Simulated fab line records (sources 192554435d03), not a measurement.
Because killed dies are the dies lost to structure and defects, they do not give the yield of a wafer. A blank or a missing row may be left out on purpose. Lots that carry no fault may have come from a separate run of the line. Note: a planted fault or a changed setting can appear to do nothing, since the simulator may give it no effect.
Lot-split experiment | flow n5Finfet | 7 lots, 21 wafers read, on a route of 1938 steps

THE SPLIT ITSELF
At N5_BEOL_M14_PEB_26 (peb time 90 s), the setting pebTempC was moved away from the recipe's 130 C on 10 of the 21 wafers read, by -0.8% to +1.8%. All remaining wafers had this setting at the recipe value.

FROM THE SPLIT TO THE READING: what the file shows between them, 2 steps
- N5_BEOL_M14_DEVELOP_27: develop time 45 s
- N5_BEOL_M14_HARDBAKE_32: time 120 s

THE READING
cdNm, in nm, at N5_BEOL_M14_CD_MEAS_28 (target cd 284.4 nm). A value of 284.1 nm with a standard deviation of 2.2 nm is what fault-free wafers of this fab line usually give.

wafer  | tool, chamber at the split | pebTempC as run, C | against the recipe | cdNm, nm | against lot-mates on the recipe
L076.3 | lithoTrack-01, 0           | 132                | +1.5%              | 290.4    | +6.7
L076.4 | lithoTrack-01, 0           | 130                | recipe             | 282.4    | -
L076.5 | lithoTrack-01, 0           | 130                | recipe             | 285.0    | -
L079.1 | lithoTrack-03, 0           | 131.9              | +1.5%              | 289.5    | +3.9
L079.5 | lithoTrack-03, 0           | 130                | recipe             | 285.6    | -
L079.6 | lithoTrack-03, 0           | 131.9              | +1.5%              | 293.4    | +7.8
L086.1 | lithoTrack-05, 0           | 130                | recipe             | 282.9    | -
L086.4 | lithoTrack-05, 0           | 132.2              | +1.7%              | 292.8    | +9.9
L086.6 | lithoTrack-05, 0           | 132.2              | +1.7%              | 294.2    | +11.3
L087.4 | lithoTrack-03, 0           | 130                | recipe             | 286.6    | -
L087.5 | lithoTrack-03, 0           | 130                | recipe             | 281.1    | -
L087.6 | lithoTrack-03, 0           | 132.4              | +1.8%              | 292.2    | +8.3
L088.1 | lithoTrack-05, 0           | 131.9              | +1.5%              | 295.9    | +13.0
L088.5 | lithoTrack-05, 0           | 130                | recipe             | 282.9    | -
L088.6 | lithoTrack-05, 0           | 131.9              | +1.5%              | 291.7    | +8.8
L096.1 | lithoTrack-05, 0           | 130                | recipe             | 285.9    | -
L096.2 | lithoTrack-05, 0           | 129                | -0.8%              | 283.3    | -2.6
L096.6 | lithoTrack-05, 0           | 129                | -0.8%              | 285.6    | -0.3
L097.1 | lithoTrack-01, 0           | 130                | recipe             | 282.9    | -
L097.3 | lithoTrack-01, 0           | 130                | recipe             | 284.7    | -
L097.6 | lithoTrack-01, 0           | 130                | recipe             | 285.9    | -

FIT RESULTS
A straight line over all 21 wafers: cdNm changes by +4.51 nm for each +1% of pebTempC; r = +0.88; the points scatter about the line by 2.2 nm.
The same after taking each lot's own level away (the mean of its wafers on the recipe; 21 wafers): +5.04 nm for each +1%; r = +0.90; scatter 2.2 nm.
On that fit, the largest move of pebTempC shifts the reading by 9.3 nm.
Across the lots, their own levels run from 282.90 to 285.90 nm, a range of 1.4 times the standard deviation given above.
So the slope is not independent of the lot-to-lot level: the two fits are not the same.
Check: for one of the wafers moved furthest among these (+1.8%), held out of the fit, the line's prediction against its lot-mates is +10.1 nm. Against them it came out at +8.35 nm.

THE WHOLE CHAIN: every reading that the file lists as answering this split, in the file's order
step                   | what it does             | reading                                                        | change (the file's fit)              | r (the file's)
N5_BEOL_M14_CD_MEAS_28 | target cd 284.4 nm       | cdNm                                                           | +5.13 nm for each +1% of the setting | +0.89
N5_BEOL_M14_DESCUM_33  | chemistry O2, time 7.9 s | BEOL_M14.cdNm (the simulator's own value, which no gauge read) | +5.23 nm for each +1% of the setting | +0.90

FILE'S OWN FIT
cdNm changes by +5.13 nm for each +1% of pebTempC, r = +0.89.
